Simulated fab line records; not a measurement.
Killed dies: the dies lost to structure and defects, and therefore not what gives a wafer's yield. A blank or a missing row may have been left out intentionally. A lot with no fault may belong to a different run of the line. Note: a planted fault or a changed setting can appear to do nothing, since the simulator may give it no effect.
fab line records    flow n5-finfet
[record] lots = 6  wafers = 18  last-day = 18
route steps=1938 shown BEOL_M3@1001 BEOL_M4@1111 PASSIVATION@1936
lots untouched by any fault: they come from a run of this same line in which no faults occurred
start-h: start of the lot's first displayed wafer, in hours after the record's first day    wait-h: hours elapsed since this lot's preceding step    " the same as in the row above    L1.1+2: a row that stands for several wafers    - value missing, or start not given    * or withheld: withheld    < > ~ a bound
route shown NAME@n: NAME is a module with steps in the file, n the number in the route of the first one    usual: the fault-free wafers' mean and standard deviation    same: alike in all rows    chamber/n: place in a boat    sites: each site's reading    _std_site: the standard deviation of these    _edge_site: outer sites' mean less inner sites'    radius-mm: for every site, how far away it sits from the centre of the wafer    mask NAME#n: copy n    behind: the most recent tool/chamber to have shaped the wafer    hold: why the lot went on hold/how many hours it stayed there/how the hold came to an end    device: which transistor (n, p or np) failed to switch    end of line: the route-end tests of the same wafers    a step without rows: its recipe alone    killed: the dies lost at the first sort to structure and to defects; this is not the yield of the wafer    map: a wafer's dies, marking killed ones x, the rest . and places with no die _
set.NAME: the setting as run; set.NAME@STEP: as run at that earlier step    model.NAME: the simulator's own value behind a step, which no gauge read
lots seen at some steps along the route; tables by step, rows by wafer
services: when a tool's chamber went out of use (start-h, in hours from the record's first day, below 0 if earlier), for how many hours, and the reason
[[steps]]
[step N5_BEOL_M3_ANNEAL_87]
[recipe] temp-c = 400  time-s = 240  ambient = vacuum
[usual] heater-power-w = 817/86
lot.wafer  tool            chamber  start-h  wait-h  heater-power-w
L934.2     pvd-sputter-02  -        167.94   0.0     1002
L934.3     "               -        "        "       714
L934.5     "               -        "        "       702
L942.1     pvd-sputter-01  -        223.46   0.0     935
L942.3     "               -        "        "       818
L942.4     "               -        "        "       938
L943.1     pvd-sputter-01  -        228.04   0.0     780
L943.3     "               -        "        "       932
L943.4     "               -        "        "       808
L945.1     pvd-sputter-01  -        243.33   0.0     928
L945.4     "               -        "        "       840
L945.5     "               -        "        "       833
L948.1     pvd-sputter-02  -        253.25   0.0     986
L948.2     "               -        "        "       754
L948.5     "               -        "        "       995
L954.3     pvd-sputter-01  -        296.51   0.0     920
L954.4     "               -        "        "       940
L954.6     "               -        "        "       819
[step N5_BEOL_M3_SPUTTER_88]
[recipe] material = Cu  target-thk-a = 45  temp-c = -20  chamber-pressure-pa = 0.07  power-w = withheld  time-s = 8.29
[step N5_BEOL_M3_ANNEAL_89]
[recipe] temp-c = 400  time-s = 240  ambient = vacuum
[step N5_BEOL_M3_SPUTTER_90]
[recipe] material = Cu  target-thk-a = 45  temp-c = -20  chamber-pressure-pa = 0.07  power-w = withheld  time-s = 8.29
[step N5_BEOL_M3_ANNEAL_91]
[recipe] temp-c = 400  time-s = 240  ambient = vacuum
[step N5_BEOL_M3_SPUTTER_92]
[recipe] material = Cu  target-thk-a = 45  temp-c = -20  chamber-pressure-pa = 0.07  power-w = withheld  time-s = 8.29
[step N5_BEOL_M3_ANNEAL_93]
[recipe] temp-c = 400  time-s = 240  ambient = vacuum
[step N5_BEOL_M3_SPUTTER_94]
[recipe] material = Cu  target-thk-a = 45  temp-c = -20  chamber-pressure-pa = 0.07  power-w = withheld  time-s = 8.29
[step N5_BEOL_M3_ANNEAL_95]
[recipe] temp-c = 400  time-s = 240  ambient = vacuum
[usual] heater-power-w = 818/85
lot.wafer  tool            chamber  start-h  wait-h  heater-power-w
L934.2     pvd-sputter-02  -        168.82   0.0     973
L934.3     "               -        "        "       738
L934.5     "               -        "        "       729
L942.1     pvd-sputter-01  -        224.34   0.0     953
L942.3     "               -        "        "       816
L942.4     "               -        "        "       910
L943.1     pvd-sputter-01  -        228.92   0.0     800
L943.3     "               -        "        "       925
L943.4     "               -        "        "       825
L945.1     pvd-sputter-01  -        244.21   0.0     938
L945.4     "               -        "        "       810
L945.5     "               -        "        "       819
L948.1     pvd-sputter-02  -        254.13   0.0     977
L948.2     "               -        "        "       762
L948.5     "               -        "        "       1008
L954.3     pvd-sputter-01  -        297.39   0.0     933
L954.4     "               -        "        "       950
L954.6     "               -        "        "       819
[step N5_BEOL_M3_SPUTTER_96]
[recipe] material = Cu  target-thk-a = 45  temp-c = -20  chamber-pressure-pa = 0.07  power-w = withheld  time-s = 8.29
[usual] throttle-valve-pct = 29.8/1.1
lot.wafer  tool            chamber  start-h  wait-h  throttle-valve-pct
L934.2     pvd-sputter-02  -        168.96   0.1     29.5
L934.3     "               -        "        "       29.4
L934.5     "               -        "        "       29.1
L942.1     pvd-sputter-01  -        224.48   0.1     27.0
L942.3     "               -        "        "       30.3
L942.4     "               -        "        "       29.9
L943.1     pvd-sputter-01  -        229.06   0.1     30.1
L943.3     "               -        "        "       29.8
L943.4     "               -        "        "       30.1
L945.1     pvd-sputter-01  -        244.35   0.1     29.9
L945.4     "               -        "        "       30.0
L945.5     "               -        "        "       30.1
L948.1     pvd-sputter-02  -        254.27   0.1     29.7
L948.2     "               -        "        "       31.9
L948.5     "               -        "        "       29.5
L954.3     pvd-sputter-01  -        297.53   0.1     29.8
L954.4     "               -        "        "       26.9
L954.6     "               -        "        "       30.2
[step N5_BEOL_M3_ECD_50]
[recipe] material = Cu  target-thk-a = 3000
[step N5_BEOL_M3_ANNEAL_51]
[recipe] temp-c = 225  time-s = 90  ambient = N2
[usual] wafer_temp_C_max = 226.0/0.32
lot.wafer  tool           chamber  start-h  wait-h  wafer_temp_C_max
L934.2     rtp-anneal-01  0        169.33   0.2     226.4
L934.3     "              0        "        "       226.8
L934.5     "              0        "        "       226.4
L942.1     rtp-anneal-01  0        224.95   0.3     226.0
L942.3     "              0        "        "       226.4
L942.4     "              0        "        "       226.2
L943.1     rtp-anneal-02  0        229.26   0.1     225.7
L943.3     "              0        "        "       225.8
L943.4     "              0        "        "       225.7
L945.1     rtp-anneal-02  0        244.57   0.1     226.4
L945.4     "              0        "        "       225.6
L945.5     "              0        "        "       226.1
L948.1     rtp-anneal-01  0        254.59   0.2     226.0
L948.2     "              0        "        "       225.7
L948.5     "              0        "        "       226.4
L954.3     rtp-anneal-02  0        297.81   0.1     225.7
L954.4     "              0        "        "       225.6
L954.6     "              0        "        "       225.8
[step N5_BEOL_M3_CMP_52]
[recipe] stop-on = SiOC  t-overpolish-s = 6.8  down-force-psi = 1  platen-rpm = 50  clearing-platen-down-force-psi = 1.5  clearing-platen-rpm = 50  post-cmp-clean = cu-alkaline  target-thk-nm = 40  clearing-platen-pad-velocity-m-s = 0.99484  pad-velocity-m-s = 0.99484
[usual] barrier-field-endpoint-s = 24.7/0.58  head-pressure-psi = 1.0002/0.0022  motor-current-A = 6.1/0.63  overpolish-run-s = 6.799/0.0095  time-to-endpoint-s = 63/3.5
lot.wafer  tool    chamber  start-h  wait-h  barrier-field-endpoint-s  head-pressure-psi  motor-current-A  overpolish-run-s  time-to-endpoint-s  model.SiOC_of_BEOL_M3_ILD_DEP_00.thk-nm
L934.2     cmp-04  2        171.53   2.1     25.3                      0.9974             7.0              6.779             65                  74.8
L934.3     "       3        "        "       25.5                      1.0002             7.3              6.809             65                  76.8
L934.5     "       1        "        "       24.9                      0.9990             6.4              6.801             66                  76
L942.3     cmp-01  2        225.25   0.2     24.3                      1.0017             5.5              6.794             61                  75.2
L942.1     "       3        "        "       25.0                      0.9981             5.3              6.796             66                  75.8
L942.4     "       1        "        "       25.7                      1.0003             6.4              6.798             69                  76
L943.3     cmp-01  0        229.55   0.2     41.2                      1.0005             6.5              0.038             82                  77.4
L943.4     "       1        "        "       41.2                      1.0021             6.1              0.041             80                  78.4
L943.1     "       3        "        "       41.2                      1.0014             5.2              0.038             81                  76.4
L945.4     cmp-04  1        244.90   0.2     24.4                      1.0006             6.2              6.801             58                  76
L945.1     "       2        "        "       23.2                      0.9975             6.6              6.787             56                  74.6
L945.5     "       0        "        "       24.0                      1.0010             6.8              6.798             55                  75.2
L948.2     cmp-01  1        254.89   0.2     41.2                      0.9985             6.2              0.036             80                  78.2
L948.1     "       0        "        "       41.2                      0.9987             6.5              0.042             83                  75.8
L948.5     "       1        "        "       41.2                      0.9971             6.3              0.036             82                  79.6
L954.3     cmp-03  1        298.06   0.2     24.5                      0.9976             6.5              6.807             66                  75
L954.4     "       3        "        "       25.3                      0.9981             4.9              6.801             62                  76.8
L954.6     "       0        "        "       24.5                      1.0010             5.8              6.800             64                  76.4
[step N5_BEOL_M3_THK_MEAS_53]
[recipe] thk-meas-gauge = xrf  reads = Cu_of_BEOL_M3_ECD_50
[usual] M3_THK = 40.7/1.6
lot.wafer  tool           chamber  start-h  wait-h  M3_THK[nm]
L934.2     film-metro-01  -        171.75   -       39.9
L934.3     "              -        "        "       42.1
L934.5     "              -        "        "       40.1
L942.1     film-metro-02  -        225.54   -       39.8
L942.3     "              -        "        "       38.7
L942.4     "              -        "        "       42.6
L943.1     film-metro-01  -        229.85   -       147.9
L943.3     "              -        "        "       154.8
L943.4     "              -        "        "       147.5
L945.1     film-metro-02  -        245.16   -       38.8
L945.4     "              -        "        "       42.2
L945.5     "              -        "        "       40.0
L948.1     film-metro-02  -        255.19   -       145.1
L948.2     "              -        "        "       158.4
L948.5     "              -        "        "       152.1
L954.3     film-metro-01  -        298.32   -       39.8
L954.4     "              -        "        "       40.4
L954.6     "              -        "        "       39.6
[step N5_BEOL_M3_PRE_CLEAN_60]
[recipe] gas = NH3/H2  time-s = 15  temp-c = *  rf-power-w = 300
[step N5_BEOL_M3_CO_CAP_55]
[recipe] material = Co  target-thk-a = 20  temp-c = 200  precursor = CCTBA/H2  pressure-torr = 30  time-s = 102.1
[usual] heater-power-w = 232/31
lot.wafer  tool       chamber  start-h  wait-h  heater-power-w
L934.2     cvd-co-02  1        172.06   0.0     222
L934.3     "          0        "        "       260
L934.5     "          2        "        "       192
L942.1     cvd-co-01  2        225.62   0.0     269
L942.3     "          1        "        "       264
L942.4     "          1        "        "       269
L943.1     cvd-co-02  0        230.00   0.0     258
L943.3     "          2        "        "       198
L943.4     "          1        "        "       224
L945.1     cvd-co-01  2        245.35   0.0     270
L945.4     "          2        "        "       268
L945.5     "          1        "        "       258
L948.1     cvd-co-02  2        255.27   0.0     189
L948.2     "          0        "        "       263
L948.5     "          0        "        "       257
L954.3     cvd-co-01  0        298.45   0.1     198
L954.4     "          2        "        "       268
L954.6     "          0        "        "       202
[step N5_BEOL_M3_PRE_CLEAN_56]
[recipe] gas = NH3  time-s = 15  temp-c = withheld  rf-power-w = 300
[step N5_BEOL_M3_DEP_57]
[recipe] material = SiCN  target-thk-a = 80  temp-c = withheld  precursor = 3MS/NH3  pressure-torr = 3  rf-w = 202  time-s = 14
[step N5_BEOL_M3_INSPECT_59]
[recipe] inspect-instrument = darkfield  mode = post-dep
[usual] raw-defect-count = 74/27
lot.wafer  tool               chamber  start-h  wait-h  raw-defect-count
L934.2     defect-inspect-01  -        172.27   0.0     69
L934.3     "                  -        "        "       99
L934.5     "                  -        "        "       57
L942.1     defect-inspect-02  -        225.83   0.0     113
L942.3     "                  -        "        "       74
L942.4     "                  -        "        "       48
L943.1     defect-inspect-01  -        230.23   0.0     5106
L943.3     "                  -        "        "       5074
L943.4     "                  -        "        "       4855
L945.1     defect-inspect-01  -        245.56   0.0     71
L945.4     "                  -        "        "       40
L945.5     "                  -        "        "       26
L948.1     defect-inspect-01  -        255.48   0.0     4932
L948.2     "                  -        "        "       5110
L948.5     "                  -        "        "       4984
L954.3     defect-inspect-01  -        298.66   0.0     48
L954.4     "                  -        "        "       71
L954.6     "                  -        "        "       57
[step N5_BEOL_M4_RC_MEAS_101]
[usual] DIBL_N = 36.5/1.9  DIBL_P = 36.7/2.1  IOFF_N = 0.17/0.035  IOFF_P = 0.22/0.042  ION_N = 676/10  ION_P = 462/8.1  SS_N = 71.5/0.72  SS_P = 73.4/0.7  VT_N = 249/3.1  VT_P = -250/3.9
lot.wafer  tool       chamber  start-h  wait-h  DIBL_N[mV/V]  DIBL_P[mV/V]  IOFF_N[nA/um]  IOFF_P[nA/um]  ION_N[uA/um]  ION_P[uA/um]  SS_N[mV/dec]  SS_P[mV/dec]  VT_N[mV]  VT_P[mV]
L934.2     prober-01  0        181.16   0.2     33.9          35.5          0.14           0.16           677           450           71.3          73.1          250       -257
L934.3     "          0        "        "       33.7          35.1          0.13           0.16           673           455           71.2          72.9          250       -257
L934.5     "          0        "        "       33.7          35.3          0.12           0.15           666           453           70.6          72.4          255       -256
L942.1     prober-02  0        252.50   0.0     40.9          41.3          0.27           0.28           689           455           72.7          75.4          242       -249
L942.3     "          0        "        "       35.1          35.0          0.14           0.17           686           461           70.9          73.5          247       -253
L942.4     "          0        "        "       35.8          35.9          0.16           0.19           681           466           71.9          73.1          247       -253
L945.1     prober-01  0        255.23   0.0     38.7          40.6          0.23           0.25           688           464           72.5          74.1          244       -249
L945.4     "          0        "        "       36.5          37.8          0.18           0.20           679           458           71.3          73.4          245       -251
L945.5     "          0        "        "       38.6          40.6          0.24           0.24           694           463           72.5          74.4          244       -248
L954.3     prober-02  0        325.04   0.3     35.7          35.5          0.13           0.19           669           463           71.5          73.0          251       -251
L954.4     "          0        "        "       36.2          35.4          0.15           0.19           664           456           71.0          72.8          248       -253
L954.6     "          0        "        "       38.1          37.5          0.16           0.22           662           462           71.8          73.5          250       -249
[step N5_PASSIVATION_PROBE_49]
[usual] defect-limited-yield = 91.4/1.5  killed_at_M0_to_M3 = 35/12  killed_at_M4_up = 13/5.8  killed-at-contacts = 12/5.5  killed-at-front-end = 36/9.9  killed-at-other = 4/3.7  killed-dies = 101/18  killed-on-rim = 13/4.1  killed-open = 66/13  killed-short = 33/8  sort_bin_4_leakage = 0.00/0.016  sort_bin_5_function = 5.0/1  sort_bin_6_memory = 3.2/0.67  sort-n-pass = 1079/18  sort-yield-pct = 91.4/1.5
[same] gross-dies = 1180  killed-at-back-side = 0  sort_bin_8_speed[%] = 0
lot.wafer  tool       chamber  start-h  wait-h  defect-limited-yield[%]  killed_at_M0_to_M3  killed_at_M4_up  killed-at-contacts  killed-at-front-end  killed-at-other  killed-dies  killed-on-rim  killed-open  killed-short  sort_bin_4_leakage[%]  sort_bin_5_function[%]  sort_bin_6_memory[%]  sort-n-pass  sort-yield-pct[%]
L934.2     prober-01  -        290.79   0.1     91.8                     13                  6                13                  60                   5                97           10             71           26            0                      4.9                     3.1                   1083         91.8
L934.3     prober-01  -        290.84   0.1     90.8                     35                  9                16                  42                   6                108          20             71           29            0                      4.7                     3.5                   1072         90.8
L934.5     prober-01  -        290.94   0.2     92.1                     24                  18               11                  35                   5                93           10             62           31            0                      5.0                     2.7                   1087         92.1
L943.1     prober-02  -        365.02   0.0     0                        1114                10               12                  40                   4                1180         152            52           31            0                      4.2                     2.6                   0            0
L943.3     prober-02  -        365.12   0.1     0                        1110                9                15                  36                   10               1180         152            67           31            0                      5.3                     2.8                   0            0
L943.4     prober-02  -        365.17   0.2     0                        1103                12               13                  41                   11               1180         152            64           37            0                      4.9                     3.5                   0            0
L942.1     prober-01  -        370.15   0.0     90.1                     43                  21               13                  35                   5                117          15             76           39            0                      6.3                     3.4                   1063         90.1
L942.3     prober-01  -        370.25   0.1     90.2                     49                  12               15                  33                   7                116          17             67           47            0                      6.4                     3.2                   1064         90.2
L942.4     prober-01  -        370.30   0.2     90.8                     38                  19               14                  36                   1                108          16             70           37            0                      5.3                     3.5                   1072         90.8
L945.1     prober-02  -        372.10   0.0     92.2                     17                  12               17                  45                   1                92           10             55           36            0                      5.0                     2.6                   1088         92.2
L945.4     prober-02  -        372.25   0.2     92.3                     33                  15               6                   33                   4                91           11             56           34            0                      4.5                     3.1                   1089         92.3
L945.5     prober-02  -        372.30   0.2     91.7                     34                  15               12                  37                   0                98           8              65           32            0.08                   4.4                     3.7                   1081         91.6
L948.1     prober-02  -        377.08   0.0     0                        1117                7                12                  35                   9                1180         152            57           25            0                      3.8                     3.0                   0            0
L948.2     prober-02  -        377.13   0.1     0                        1106                7                17                  30                   20               1180         152            67           33            0                      5.0                     3.3                   0            0
L948.5     prober-02  -        377.28   0.2     0                        1117                6                17                  26                   14               1180         152            52           43            0                      4.9                     2.8                   0            0
L954.3     prober-01  -        429.06   0.1     91.3                     27                  20               19                  33                   4                103          17             57           43            0                      4.7                     3.6                   1077         91.3
L954.4     prober-01  -        429.11   0.2     90.7                     58                  15               9                   21                   7                110          12             66           42            0                      5.4                     3.3                   1070         90.7
L954.6     prober-01  -        429.21   0.3     88.8                     43                  30               14                  41                   4                132          21             85           44            0                      6.7                     4.1                   1048         88.8
// killed by level:class
L934.2 FIN_SAQP:geometric-particle:open=25 MOL_CONTACT_COAG:geometric-particle:open=9 FIN_SAQP:geometric-particle:short=8 STI_FIN_REVEAL:geometric-particle:open=5 DUMMY_GATE:geometric-particle:open=5 BEOL_M3:geometric-particle:open=5 MOL_CONTACT_COAG:geometric-particle:short=4 GATE_CUT:geometric-particle:open=4
L934.3 MOL_CONTACT_COAG:geometric-particle:open=14 BEOL_M0_SAQP:geometric-particle:open=12 BEOL_M0_SAQP:geometric-particle:short=9 HKMG_FIN:area-etch=8 FIN_SAQP:geometric-particle:short=6 FIN_SAQP:geometric-particle:open=6 STI_FIN_REVEAL:geometric-particle:open=5 BEOL_M2:geometric-particle:open=5
L934.5 FIN_SAQP:geometric-particle:open=11 MOL_CONTACT_COAG:geometric-particle:open=11 FIN_SAQP:geometric-particle:short=9 BEOL_M4:geometric-particle:open=7 BEOL_M0_SAQP:geometric-particle:short=6 BEOL_M0_SAQP:geometric-particle:open=6 STI_FIN_REVEAL:geometric-particle:open=5 DUMMY_GATE:geometric-particle:open=4
L943.1 BEOL_M3:area-cmp=1097 MOL_CONTACT_COAG:geometric-particle:open=10 BEOL_M0_SAQP:geometric-particle:open=8 BEOL_M0_SAQP:geometric-particle:short=8 FIN_SAQP:geometric-particle:open=7 FIN_SAQP:geometric-particle:short=6 GATE_CUT:geometric-particle:open=6 GATE_CUT:geometric-particle:short=4
L943.3 BEOL_M3:area-cmp=1080 MOL_CONTACT_COAG:geometric-particle:open=14 BEOL_M0_SAQP:geometric-particle:short=12 FIN_SAQP:geometric-particle:open=9 BEOL_M1:geometric-particle:open=7 BEOL_M4:geometric-particle:open=5 BEOL_M0:geometric-particle:open=5 STI_FIN_REVEAL:geometric-particle:open=4
L943.4 BEOL_M3:area-cmp=1077 MOL_CONTACT_COAG:geometric-particle:open=11 BEOL_M0_SAQP:geometric-particle:short=10 STI_FIN_REVEAL:geometric-particle:open=8 BEOL_M4:geometric-particle:open=7 BEOL_M0:geometric-particle:open=5 STARTING-WAFER:geometric-particle:open=5 STI_FIN_REVEAL:geometric-particle:short=4
L942.1 BEOL_M4:geometric-particle:open=16 MOL_CONTACT_COAG:geometric-particle:open=11 BEOL_M0_SAQP:geometric-particle:short=9 BEOL_M0_SAQP:geometric-particle:open=9 STI_FIN_REVEAL:geometric-particle:open=6 BEOL_M0:geometric-particle:open=6 DUMMY_GATE:geometric-particle:open=5 BEOL_M1:geometric-particle:open=5
L942.3 BEOL_M0_SAQP:geometric-particle:open=14 BEOL_M0_SAQP:geometric-particle:short=14 MOL_CONTACT_COAG:geometric-particle:open=11 BEOL_M4:geometric-particle:open=7 FIN_SAQP:geometric-particle:short=5 BEOL_M2:geometric-particle:open=5 FIN_SAQP:geometric-particle:open=4 DUMMY_GATE:geometric-particle:open=4
L942.4 MOL_CONTACT_COAG:geometric-particle:open=11 BEOL_M0_SAQP:geometric-particle:short=10 BEOL_M0_SAQP:geometric-particle:open=9 BEOL_M4:geometric-particle:open=9 BEOL_M1:geometric-particle:open=9 DUMMY_GATE:geometric-particle:open=7 GATE_CUT:geometric-particle:short=7 STI_FIN_REVEAL:geometric-particle:open=5
L945.1 MOL_CONTACT_COAG:geometric-particle:open=14 FIN_SAQP:geometric-particle:short=8 DUMMY_GATE:geometric-particle:open=7 STI_FIN_REVEAL:geometric-particle:open=4 BEOL_M5:geometric-particle:open=4 STARTING-WAFER:geometric-particle:short=4 FIN_SAQP:geometric-particle:open=3 SPACER0:geometric-particle:open=3
L945.4 BEOL_M3:geometric-particle:open=8 FIN_SAQP:geometric-particle:open=7 BEOL_M2:geometric-particle:open=7 STI_FIN_REVEAL:geometric-particle:open=6 ILD0:geometric-particle:short=6 BEOL_M1:geometric-particle:open=5 STARTING-WAFER:geometric-particle:short=4 DUMMY_GATE:geometric-particle:open=4
L945.5 BEOL_M4:geometric-particle:open=10 MOL_CONTACT_COAG:geometric-particle:open=9 BEOL_M1:geometric-particle:open=8 FIN_SAQP:geometric-particle:short=7 BEOL_M0_SAQP:geometric-particle:short=7 BEOL_M2:geometric-particle:open=7 FIN_SAQP:geometric-particle:open=5 BEOL_M0_SAQP:geometric-particle:open=5
L948.1 BEOL_M3:area-cmp=1098 MOL_CONTACT_COAG:geometric-particle:open=10 STI_FIN_REVEAL:geometric-particle:open=9 FIN_SAQP:geometric-particle:open=7 FIN_SAQP:geometric-particle:short=6 BEOL_M0_SAQP:geometric-particle:open=5 MIM_BOT:geometric-particle:short=5 BEOL_M0_SAQP:geometric-particle:short=4
L948.2 BEOL_M3:area-cmp=1079 MOL_CONTACT_COAG:geometric-particle:open=13 BEOL_M3:geometric-particle:open=9 BEOL_M2:geometric-particle:open=8 STI_FIN_REVEAL:geometric-particle:open=6 FIN_SAQP:geometric-particle:open=5 BEOL_M0_SAQP:geometric-particle:open=5 FIN_SAQP:geometric-particle:short=4
L948.5 BEOL_M3:area-cmp=1085 MOL_CONTACT_COAG:geometric-particle:open=14 BEOL_M3:geometric-particle:open=8 BEOL_M0_SAQP:geometric-particle:short=7 MIM_BOT:geometric-particle:short=7 BEOL_M0_SAQP:geometric-particle:open=6 FIN_SAQP:geometric-particle:short=5 ILD0:geometric-particle:short=5
L954.3 MOL_CONTACT_COAG:geometric-particle:open=15 FIN_SAQP:geometric-particle:short=14 BEOL_M4:geometric-particle:open=11 BEOL_M2:geometric-particle:open=7 BEOL_M2:geometric-particle:short=6 BEOL_M0_SAQP:geometric-particle:short=4 FIN_SAQP:geometric-particle:open=4 STI_FIN_REVEAL:geometric-particle:open=4
L954.4 BEOL_M1:geometric-particle:open=15 BEOL_M0_SAQP:geometric-particle:short=13 BEOL_M0_SAQP:geometric-particle:open=10 BEOL_M2:geometric-particle:open=8 MOL_CONTACT_COAG:geometric-particle:open=6 STI_FIN_REVEAL:geometric-particle:open=5 FIN_SAQP:geometric-particle:short=3 GATE_CUT:geometric-particle:short=3
L954.6 MOL_CONTACT_COAG:geometric-particle:open=13 BEOL_M4:geometric-particle:open=13 BEOL_M0_SAQP:geometric-particle:short=12 BEOL_M2:geometric-particle:open=9 STI_FIN_REVEAL:geometric-particle:open=8 BEOL_M1:geometric-particle:open=8 FIN_SAQP:geometric-particle:open=7 FIN_SAQP:geometric-particle:short=7
// map L943.1 (x killed, . not)
_________________xxxxxxxxxxxx________________
______________xxxxxxxxxxxxxxxxxx_____________
___________xxxxxxxxxxxxxxxxxxxxxxxx__________
__________xxxxxxxxxxxxxxxxxxxxxxxxxx_________
________xxxxxxxxxxxxxxxxxxxxxxxxxxxxxx_______
_______xxxxxxxxxxxxxxxxxxxxxxxxxxxxxxxx______
______xxxxxxxxxxxxxxxxxxxxxxxxxxxxxxxxxx_____
_____xxxxxxxxxxxxxxxxxxxxxxxxxxxxxxxxxxxx____
____xxxxxxxxxxxxxxxxxxxxxxxxxxxxxxxxxxxxxx___
___xxxxxxxxxxxxxxxxxxxxxxxxxxxxxxxxxxxxxxxx__
___xxxxxxxxxxxxxxxxxxxxxxxxxxxxxxxxxxxxxxxx__
__xxxxxxxxxxxxxxxxxxxxxxxxxxxxxxxxxxxxxxxxxx_
__xxxxxxxxxxxxxxxxxxxxxxxxxxxxxxxxxxxxxxxxxx_
_xxxxxxxxxxxxxxxxxxxxxxxxxxxxxxxxxxxxxxxxxxxx
_xxxxxxxxxxxxxxxxxxxxxxxxxxxxxxxxxxxxxxxxxxxx
_xxxxxxxxxxxxxxxxxxxxxxxxxxxxxxxxxxxxxxxxxxxx
_xxxxxxxxxxxxxxxxxxxxxxxxxxxxxxxxxxxxxxxxxxxx
_xxxxxxxxxxxxxxxxxxxxxxxxxxxxxxxxxxxxxxxxxxxx
_xxxxxxxxxxxxxxxxxxxxxxxxxxxxxxxxxxxxxxxxxxxx
_xxxxxxxxxxxxxxxxxxxxxxxxxxxxxxxxxxxxxxxxxxxx
_xxxxxxxxxxxxxxxxxxxxxxxxxxxxxxxxxxxxxxxxxxxx
__xxxxxxxxxxxxxxxxxxxxxxxxxxxxxxxxxxxxxxxxxx_
__xxxxxxxxxxxxxxxxxxxxxxxxxxxxxxxxxxxxxxxxxx_
___xxxxxxxxxxxxxxxxxxxxxxxxxxxxxxxxxxxxxxxx__
___xxxxxxxxxxxxxxxxxxxxxxxxxxxxxxxxxxxxxxxx__
____xxxxxxxxxxxxxxxxxxxxxxxxxxxxxxxxxxxxxx___
_____xxxxxxxxxxxxxxxxxxxxxxxxxxxxxxxxxxxx____
______xxxxxxxxxxxxxxxxxxxxxxxxxxxxxxxxxx_____
_______xxxxxxxxxxxxxxxxxxxxxxxxxxxxxxxx______
________xxxxxxxxxxxxxxxxxxxxxxxxxxxxxx_______
__________xxxxxxxxxxxxxxxxxxxxxxxxxx_________
___________xxxxxxxxxxxxxxxxxxxxxxxx__________
______________xxxxxxxxxxxxxxxxxx_____________
_________________xxxxxxxxxxxx________________
// map L948.1 (x killed, . not)
_________________xxxxxxxxxxxx________________
______________xxxxxxxxxxxxxxxxxx_____________
___________xxxxxxxxxxxxxxxxxxxxxxxx__________
__________xxxxxxxxxxxxxxxxxxxxxxxxxx_________
________xxxxxxxxxxxxxxxxxxxxxxxxxxxxxx_______
_______xxxxxxxxxxxxxxxxxxxxxxxxxxxxxxxx______
______xxxxxxxxxxxxxxxxxxxxxxxxxxxxxxxxxx_____
_____xxxxxxxxxxxxxxxxxxxxxxxxxxxxxxxxxxxx____
____xxxxxxxxxxxxxxxxxxxxxxxxxxxxxxxxxxxxxx___
___xxxxxxxxxxxxxxxxxxxxxxxxxxxxxxxxxxxxxxxx__
___xxxxxxxxxxxxxxxxxxxxxxxxxxxxxxxxxxxxxxxx__
__xxxxxxxxxxxxxxxxxxxxxxxxxxxxxxxxxxxxxxxxxx_
__xxxxxxxxxxxxxxxxxxxxxxxxxxxxxxxxxxxxxxxxxx_
_xxxxxxxxxxxxxxxxxxxxxxxxxxxxxxxxxxxxxxxxxxxx
_xxxxxxxxxxxxxxxxxxxxxxxxxxxxxxxxxxxxxxxxxxxx
_xxxxxxxxxxxxxxxxxxxxxxxxxxxxxxxxxxxxxxxxxxxx
_xxxxxxxxxxxxxxxxxxxxxxxxxxxxxxxxxxxxxxxxxxxx
_xxxxxxxxxxxxxxxxxxxxxxxxxxxxxxxxxxxxxxxxxxxx
_xxxxxxxxxxxxxxxxxxxxxxxxxxxxxxxxxxxxxxxxxxxx
_xxxxxxxxxxxxxxxxxxxxxxxxxxxxxxxxxxxxxxxxxxxx
_xxxxxxxxxxxxxxxxxxxxxxxxxxxxxxxxxxxxxxxxxxxx
__xxxxxxxxxxxxxxxxxxxxxxxxxxxxxxxxxxxxxxxxxx_
__xxxxxxxxxxxxxxxxxxxxxxxxxxxxxxxxxxxxxxxxxx_
___xxxxxxxxxxxxxxxxxxxxxxxxxxxxxxxxxxxxxxxx__
___xxxxxxxxxxxxxxxxxxxxxxxxxxxxxxxxxxxxxxxx__
____xxxxxxxxxxxxxxxxxxxxxxxxxxxxxxxxxxxxxx___
_____xxxxxxxxxxxxxxxxxxxxxxxxxxxxxxxxxxxx____
______xxxxxxxxxxxxxxxxxxxxxxxxxxxxxxxxxx_____
_______xxxxxxxxxxxxxxxxxxxxxxxxxxxxxxxx______
________xxxxxxxxxxxxxxxxxxxxxxxxxxxxxx_______
__________xxxxxxxxxxxxxxxxxxxxxxxxxx_________
___________xxxxxxxxxxxxxxxxxxxxxxxx__________
______________xxxxxxxxxxxxxxxxxx_____________
_________________xxxxxxxxxxxx________________
[[services]]
tool       chamber  start-h  hours  kind
cmp-04     -        150.54   5.1    repair
cvd-co-01  -        167.86   6.9    pm
cmp-01     -        197.60   4.0    pm
cmp-01     -        201.60   -      consumable-replace:conditioner
cmp-01     -        201.60   -      consumable-replace:pad
cmp-01     -        206.87   0.6    repair
cvd-co-02  -        210.13   0.5    repair
cmp-03     -        222.93   2.0    repair
cmp-04     -        223.35   3.7    repair
cmp-01     -        232.37   3.3    pm
cmp-03     -        239.45   2.6    repair
cmp-03     -        256.88   0.8    repair
cmp-04     -        258.84   4.0    pm
cmp-04     -        262.84   -      consumable-replace:conditioner
cmp-04     -        262.84   -      consumable-replace:pad
cmp-03     -        265.70   3.4    pm
cmp-04     -        278.23   0.5    repair
cvd-co-01  1        294.59   7.7    repair
[[key]]
[first-sign] step = N5_BEOL_M3_CMP_52  reading = overpolish-run-s  direction = down  sigmas = 99+  usual = 6.799  struck = 0.039
[effect] step = N5_BEOL_M3_CMP_52  reading = barrier-field-endpoint-s  direction = up  sigmas = 29  usual = 24.7  struck = 41.2
[effect] step = N5_BEOL_M3_THK_MEAS_53  reading = M3_THK  direction = up  sigmas = 68  usual = 40.7  struck = 151.0
[effect] step = N5_BEOL_M3_INSPECT_59  reading = raw-defect-count  direction = up  sigmas = 99+  usual = 74  struck = 5010
[effect] step = N5_PASSIVATION_PROBE_49  reading = killed_at_M0_to_M3  direction = up  sigmas = 92  usual = 35  struck = 1111
[model-effect] step = N5_BEOL_M3_CMP_52  value = SiOC_of_BEOL_M3_ILD_DEP_00.thk-nm  without = 76.13  struck = 77.63
[more-kills-born-at] N5_BEOL_M3_CMP_52@cmp-01 = 6516
met-at N5_BEOL_M3_CMP_52
struck-wafers L943.1,L943.3,L943.4,L948.1,L948.2,L948.5
later-rows-left-out L943.1,L943.3,L943.4,L948.1,L948.2,L948.5
onset-between 225.25 229.55
[fault] kind = process-parameter-drift  tool = cmp-01  chamber = -  onset-h = 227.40  steps = N5_BEOL_M3_CMP_52  channel = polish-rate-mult  offset = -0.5  shape = step  end-h = 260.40
// later-rows-left-out: the simulator's readings of these wafers behind a module that went badly wrong aren't trusted and aren't shown, but for the sort
